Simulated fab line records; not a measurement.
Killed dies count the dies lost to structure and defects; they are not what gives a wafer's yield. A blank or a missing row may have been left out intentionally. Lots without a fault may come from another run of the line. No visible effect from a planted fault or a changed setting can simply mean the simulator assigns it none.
A lot that was struck, set against a sound lot	flow nand_harc	41 out of 1159 route steps
Sound: wafers L917.1, L917.5, L917.6. The struck wafers were L924.4, L924.5, L924.6. Last of all comes the cause.
Each step with rows lists, per side, the tool, then ch with its chambers, then its first start. Under that, the readings that differ: sound wafers	struck wafers	difference of the means	sigmas: that difference in standard deviations of wafers without a fault.
alike: readings whose means differ by less than 2 such deviations, and words and numbers that are the same on both sides. not compared: withheld readings, readings that some wafer has no value for, bounds like >300 that may hide the same value, and numbers for which the record gives no deviation and whose values overlap.
The two part at a step that has a row with sigmas, a row that says differs or no value, or rows on one side only. Non-overlapping numbers with no deviation appear without sigmas and do not part them. A reading missing from all wafers of one side parts the sides only when that side holds two or more wafers.

first, 4 steps without rows for these wafers: NHARC_A_SGD_CUT_EBR_05; NHARC_A_SGD_CUT_EXPOSE_06 (exposes mask SGD); NHARC_A_SGD_CUT_PEB_07 (peb time 65 s); NHARC_A_SGD_CUT_DEVELOP_08 (develop time 35 s).
NHARC_A_SGD_CUT_CD_MEAS_09 targets a cd of 100 nm.
  sound on cd_sem-03 ch 0, day 14 08:29; struck on cd_sem-01 ch 0, day 17 04:28
  alike: cd_nm
NHARC_A_SGD_CUT_OVL_MEAS_10:
  sound on overlay-02 at day 14 08:34; struck on overlay-02 at day 17 04:32
  alike: overlay_x_nm, overlay_y_nm
NHARC_A_SGD_CUT_INSPECT_11:
  sound on defect_inspect-02 at day 14 08:37; struck on defect_inspect-02 at day 17 04:35
  alike: raw_defect_count
then, 2 steps without rows for these wafers: NHARC_A_SGD_CUT_DESCUM_14 (chemistry O2, time 3 s); NHARC_A_SGD_CUT_ETCH_58 (etches the open film in CF4, target depth 39 nm, time 65 s).
NHARC_A_SGD_CUT_ETCH_59: etches the open film in N2/H2, target depth 260 nm, time 406.25 s.
  sound: rie_diel-08 ch 1,2,3; struck: rie_diel-08 ch 1,2,3
  alike: drypump_motor_current_A, h2_flow_sccm, oes_product_au, rf_vpp_V, showerhead_plenum_p_Torr, throttle_valve_pct
  not compared: rf_hours_counter_h
then, 2 steps without rows for these wafers: NHARC_A_SGD_CUT_ETCH_15 (etches the open film in CH3F/O2, target depth 75 nm, time 64.3 s); NHARC_A_SGD_CUT_ETCH_16 (etches the open film in C4F8/O2/Ar, target depth 310.5 nm, time 155.2 s).
NHARC_A_SGD_CUT_STRIP_60: strips in C4F8/O2/Ar.
  sound on rie_diel-08 ch 0,2,3, day 14 09:23; struck on rie_diel-08 ch 1,2, day 17 05:21
then, 6 steps without rows for these wafers: NHARC_A_SGD_CUT_STRIP_17 (strips in O2); NHARC_A_SGD_CUT_PRECLEAN_18 (cleans in SC1); NHARC_A_SGD_CUT_SRD_19; NHARC_A_SGD_CUT_DEP_20 (deposits SiO2, target thk 150 nm); NHARC_A_SGD_CUT_ANNEAL_27 (time 1800 s); NHARC_A_SGD_CUT_CMP_21 (polishes, target thk 148.19 nm).
NHARC_A_SGD_CUT_THK_MEAS_22: measures by ellipsometry.
  sound on film_metro-01 at day 14 16:55; struck on film_metro-02 at day 17 10:35
  alike: thk_nm
then, 2 steps without rows for these wafers: NHARC_A_SGD_CUT_SRD_23; NHARC_A_SGD_CUT_ETCH_26 (etches SiO2 in dHF, target depth 45.8 nm).
NHARC_A_SGD_CUT_ETCHBACK_24: etches the open film in CH3F/O2, target depth 50 nm, time 92.857 s.
  sound on rie_diel-08 ch 0,1, day 14 17:10; struck on rie_diel-06 ch 0,1,2, day 17 10:49
reading	sound	struck	difference	sigmas
drypump_motor_current_A (A)	5.3 5.3 6.0	5.7 6.2 6.5	+0.6	+2
  alike: oes_product_au, rf_vpp_V, showerhead_plenum_p_Torr, throttle_valve_pct
  not compared: rf_hours_counter_h
then, 3 steps without rows for these wafers: NHARC_A_SGD_CUT_STRIP_28 (strips in O2, time 20 s); NHARC_A_SLIT_DEP_25 (deposits SiO2, target thk 200 nm); NHARC_A_SLIT_DEP_00 (deposits aC, target thk 3200 nm).
NHARC_A_SLIT_DEP_23: deposits SiON, target thk 100 nm.
  sound on pecvd-03 ch 1,2, day 14 21:40; struck on pecvd-04 ch 0,1,2, day 17 13:50
  alike: heater_power_w
then, 8 steps without rows for these wafers: NHARC_A_SLIT_DEHYDRATE_01 (time 120 s); NHARC_A_SLIT_HMDS_02 (time 30 s); NHARC_A_SLIT_COAT_03 (resist thk 90 nm); NHARC_A_SLIT_SOFTBAKE_04 (time 55 s); NHARC_A_SLIT_EBR_05; NHARC_A_SLIT_EXPOSE_06 (exposes mask SLIT); NHARC_A_SLIT_PEB_07 (peb time 65 s); NHARC_A_SLIT_DEVELOP_08 (develop time 35 s).
NHARC_A_SLIT_CD_MEAS_09 targets a cd of 300 nm.
  sound on cd_sem-02 ch 0, day 14 22:10; struck on cd_sem-02 ch 0, day 17 14:34
  alike: cd_nm
NHARC_A_SLIT_OVL_MEAS_10:
  sound on overlay-01 at day 14 22:16; struck on overlay-02 at day 17 14:38
reading	sound	struck	difference	sigmas
overlay_x_nm (nm)	-0.1 1.2 0.1	-1.8 -1.4 -1.7	-2.0	-2
overlay_y_nm (nm)	-1.3 -0.4 -0.5	1.3 1.9 1.2	+2.2	+3
then, 1 step without rows for these wafers: NHARC_A_SLIT_DESCUM_14 (chemistry O2, time 3 s).
NHARC_A_SLIT_ETCH_24: etches the open film in CF4/CHF3, target depth 121 nm, time 60.5 s.
  sound on rie_diel-10 ch 0,1, day 14 22:26; struck on rie_diel-10 ch 0,1, day 17 14:50
  alike: drypump_motor_current_A, oes_product_au, rf_vpp_V, showerhead_plenum_p_Torr, throttle_valve_pct
  not compared: rf_hours_counter_h
NHARC_A_SLIT_ETCH_15: etches the open film in O2/COS, target depth 3200 nm, time 832 s.
  sound: rie_diel-10 ch 0,1,2; struck: rie_diel-10 ch 0,3
  alike: drypump_motor_current_A, oes_product_au, rf_vpp_V, showerhead_plenum_p_Torr, throttle_valve_pct
  not compared: rf_hours_counter_h
-- break in the record here, with 5 days between the starts of the struck wafers on either side (left off in module A_SLIT, picked up again in module END, where the first step shown is number 1159 on the route) --
NHARC_END_SORT_01:
  here the record holds rows for the struck wafers (prober-01 ch 0, day 22 13:58) but none for the sound ones

== WHERE THEY PART ==
At NHARC_A_SGD_CUT_ETCHBACK_24 first; at NHARC_END_SORT_01 last (within this record only).

WHY: what had been put in by the simulator
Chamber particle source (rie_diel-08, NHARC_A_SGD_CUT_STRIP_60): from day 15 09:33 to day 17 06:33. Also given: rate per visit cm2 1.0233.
